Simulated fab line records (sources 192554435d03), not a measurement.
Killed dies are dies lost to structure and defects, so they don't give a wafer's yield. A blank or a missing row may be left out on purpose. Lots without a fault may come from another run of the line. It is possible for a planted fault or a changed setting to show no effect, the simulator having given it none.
A lot that was struck, set against a sound lot | flow n5 finfet | 23 steps out of a route of 1938
Sound: these wafers, L739.2, L739.5, L739.6. Wafers L742.2, L742.3, L742.6 were the ones struck. The cause is given at the end.
At each step with rows: each side's tool, then ch and its chambers, then its first start. Under that, the readings that differ: sound wafers | struck wafers | difference of the means | sigmas: that difference in standard deviations of wafers without a fault.
alike: readings with means less than 2 such deviations apart, plus words and numbers identical on both sides. not compared: withheld readings, readings lacking a value on some wafer, bounds such as >300 that could conceal the same value, and numbers that have no deviation in the record and whose values overlap.
The two part at a step that has a row with sigmas, a row that says differs or no value, or rows on one side only. Non-overlapping numbers with no deviation appear without sigmas and do not part them. Lack of a reading on every wafer of one side parts them only where that side has two or more wafers.

first, 9 steps without rows for these wafers: N5_DUMMY_GATE_COAT_09 (resist thk 30 nm); N5_DUMMY_GATE_EBR_11; N5_DUMMY_GATE_SOFTBAKE_10 (time 60 s); N5_DUMMY_GATE_EXPOSE_12 (exposes mask GATE, target cd 25 nm); N5_DUMMY_GATE_PEB_13 (peb time 60 s); N5_DUMMY_GATE_DEVELOP_14 (develop time 30 s); N5_DUMMY_GATE_DESCUM_20 (chemistry O2, time 6.2 s); N5_DUMMY_GATE_ETCH_29 (etches underlayer in N2/H2, target depth 13 nm); N5_DUMMY_GATE_ETCH_36 (etches SiARC in CF4, target depth 13 nm).
N5_DUMMY_GATE_ETCH_37: etches SOC in N2/H2, target depth 60 nm, overetch 30 nm.
  sound on rie diel-02 ch 1,3, day 7 18:35; struck on rie diel-04 ch 1,3, day 8 17:38
  reading                                       | sound             | struck            | difference | sigmas
  rf fwd power W (W)                            | 825 826 828       | 1033 1031 1035    | +207       | +57
  rf vpp V (V)                                  | 519.1 517.3 525.9 | 491.6 485.3 489.9 | -31.8      | -13
  model.SiARC_of_DUMMY_GATE_COAT_35.thk nm (nm) | 4.8 5 5           | 4.4 4.6 4.4       | -0.5       |
  alike: drypump motor current A, oes product au, showerhead plenum p Torr, throttle valve pct
  not compared: rf hours counter h
then, 2 steps without rows for these wafers: N5_DUMMY_GATE_STRIP_38 (strips in N2/H2); N5_DUMMY_GATE_STRIP_39 (strips in N2/H2).
N5_DUMMY_GATE_TRIM_49: chemistry O2, time 29 s, target cd 14 nm.
  sound on rie si-03 ch 0,3, day 7 18:40; struck on rie si-02 ch 0,1,2, day 8 17:43
  reading                     | sound      | struck         | difference | sigmas
  model.DUMMY_GATE.cd nm (nm) | 14 14 13.8 | 13.4 13.6 13.6 | -0.4       |
  alike: drypump motor current A, oes product au, throttle valve pct
  not compared: rf hours counter h
then, 7 steps without rows for these wafers: N5_DUMMY_GATE_STRIP_40 (strips in CF4); N5_DUMMY_GATE_ETCH_31 (etches SiO2 in C4F6/O2, target depth 82.5 nm, time 27.5 s); N5_DUMMY_GATE_STRIP_41 (strips in O2); N5_DUMMY_GATE_HM_OPEN_21 (chemistry CH3F/O2, target SiNx, target depth 120 nm, time 171.4 s); N5_DUMMY_GATE_ETCH_32 (etches SiO2 in CF4, target depth 3.5 nm, time 3.9 s); N5_DUMMY_GATE_ETCH_23 (etches poly-Si in HBr/Cl2/O2, target depth 41 nm, time 22.3 s); N5_DUMMY_GATE_ETCH_44 (etches poly-Si in HBr/O2, stops on SiO2, target depth 127.5 nm).
N5_DUMMY_GATE_ETCH_42: etches SiO2 in CHF3/O2, target depth 3.5 nm, time 31 s.
  sound on rie diel-03 ch 0,3, day 7 19:23; struck on rie diel-02 ch 0,1,2, day 8 18:25
  reading                     | sound        | struck         | difference | sigmas
  model.DUMMY_GATE.cd nm (nm) | 14.8 15 14.8 | 14.4 14.6 14.4 | -0.4       |
  alike: drypump motor current A, oes product au, rf fwd power W, rf vpp V, showerhead plenum p Torr, throttle valve pct
  not compared: rf hours counter h
then, 1 step without rows for these wafers: N5_DUMMY_GATE_STRIP_48 (strips in N2/H2, time 20 s).
-- record jumps: 5 days separate the struck wafers' starts on either side; left off in module DUMMY_GATE, taken up again in module BEOL_M4, whose first shown step is the route's number 1111 --
N5_BEOL_M4_RC_MEAS_101:
  sound on prober-01 ch 0, day 12 11:35; struck on prober-01 ch 0, day 13 20:19
  alike: DIBL_N, DIBL_P, IOFF_N, IOFF_P, ION_N, ION_P, SS_N, SS_P, VT_N, VT_P

== WHERE THEY PART ==
At N5_DUMMY_GATE_ETCH_37 and nowhere else, as far as this record goes. Later steps at which nothing parts them and some readings are alike: N5_DUMMY_GATE_TRIM_49, N5_DUMMY_GATE_ETCH_42, N5_BEOL_M4_RC_MEAS_101.

WHY: what had been put in by the simulator
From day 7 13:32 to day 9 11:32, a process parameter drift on rie diel-04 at N5_DUMMY_GATE_ETCH_37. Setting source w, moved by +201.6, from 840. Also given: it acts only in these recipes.
